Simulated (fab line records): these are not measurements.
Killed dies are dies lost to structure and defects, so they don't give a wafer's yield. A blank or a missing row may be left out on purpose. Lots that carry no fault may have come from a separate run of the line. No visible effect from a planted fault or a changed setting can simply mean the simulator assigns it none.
Matching of chambers | flow n5 finfet | rie diel-04 running N5_HKMG_FIN_DESCUM_17: 4 sister chambers
The step chemistry O2, time 7.9 s. 24 wafers are shown with their chamber, then 12 later ones without.

## WAFERS WITH THEIR CHAMBER
wafer  | chamber | showerhead plenum p Torr (Torr) | drypump motor current A (A) | throttle valve pct (%)
L077.2 | 1       | 1.99                            | 6.1                         | 20.18
L077.3 | 3       | 2.09                            | 6.0                         | 20.30
L077.6 | 2       | 2.04                            | 6.1                         | 20.46
L079.3 | 1       | 1.99                            | 6.1                         | 20.17
L079.4 | 3       | 2.09                            | 6.0                         | 20.31
L079.6 | 0       | 2.24                            | 6.4                         | 20.17
L081.1 | 3       | 2.08                            | 6.0                         | 20.32
L081.3 | 2       | 2.03                            | 6.1                         | 20.46
L081.6 | 3       | 2.08                            | 6.0                         | 20.32
L082.1 | 1       | 1.98                            | 6.1                         | 20.19
L082.2 | 3       | 2.08                            | 6.0                         | 20.32
L082.3 | 2       | 2.03                            | 6.1                         | 20.46
L082.4 | 0       | 2.24                            | 6.4                         | 20.20
L082.5 | 1       | 1.98                            | 6.1                         | 20.21
L082.6 | 0       | 2.24                            | 6.4                         | 20.20
L085.1 | 2       | 2.03                            | 6.1                         | 20.50
L085.2 | 0       | 2.24                            | 6.4                         | 20.19
L085.3 | 3       | 2.08                            | 5.9                         | 20.34
L085.4 | 1       | 1.98                            | 6.1                         | 20.21
L085.5 | 2       | 2.03                            | 6.1                         | 20.49
L085.6 | 3       | 2.08                            | 5.9                         | 20.32
L087.1 | 1       | 1.98                            | 6.1                         | 20.24
L087.5 | 3       | 2.08                            | 6.0                         | 20.33
L087.6 | 0       | 2.23                            | 6.4                         | 20.20

SIGNATURES, as means of the wafers listed above
reading                  | chamber 0 | chamber 1 | chamber 2 | chamber 3 | scatter within a chamber
showerhead plenum p Torr | 2.2380    | 1.9833    | 2.0320    | 2.0825    | 0.00471
drypump motor current A  | 6.400     | 6.100     | 6.100     | 5.975     | 0.0274
throttle valve pct       | 20.1920   | 20.2000   | 20.4740   | 20.3200   | 0.0179
Rule: for a wafer and a chamber, the distance is found by dividing, reading by reading, the gap between the wafer's reading and the chamber's mean by the reading's scatter, squaring, summing and taking the root. If the next closest chamber is less than 2 further off than the closest, the wafer can't be placed; otherwise it belongs to the closest. How the scatter is found: for the shown wafers, subtract from each reading the mean of its chamber, square and add these, divide the total by (wafers less chambers), then take the root.

## WAFERS MISSING THEIR CHAMBER
wafer  | showerhead plenum p Torr (Torr) | drypump motor current A (A) | throttle valve pct (%)
L093.3 | 1.98                            | 6.1                         | 20.24
L093.5 | 2.08                            | 6.0                         | 20.36
L093.6 | 2.23                            | 6.4                         | 20.24
L094.1 | 1.98                            | 6.1                         | 20.23
L094.2 | 2.07                            | 6.0                         | 20.37
L094.4 | 2.03                            | 6.1                         | 20.52
L096.1 | 1.97                            | 6.1                         | 20.27
L096.2 | 2.02                            | 6.1                         | 20.51
L096.3 | 2.23                            | 6.4                         | 20.23
L096.4 | 2.07                            | 6.0                         | 20.37
L096.5 | 2.02                            | 6.1                         | 20.52
L096.6 | 2.07                            | 6.0                         | 20.37

## CHAMBER TAKEN BY EACH
wafer  | from the rows above | in truth
L093.3 | 1                   | 1
L093.5 | 3                   | 3
L093.6 | 0                   | 0
L094.1 | 1                   | 1
L094.2 | 3                   | 3
L094.4 | 2                   | 2
L096.1 | 1                   | 1
L096.2 | 2                   | 2
L096.3 | 0                   | 0
L096.4 | 3                   | 3
L096.5 | 2                   | 2
L096.6 | 3                   | 3
12 of 12 placed correctly. Number that these rows cannot place: 0. Placed wrongly: 0.
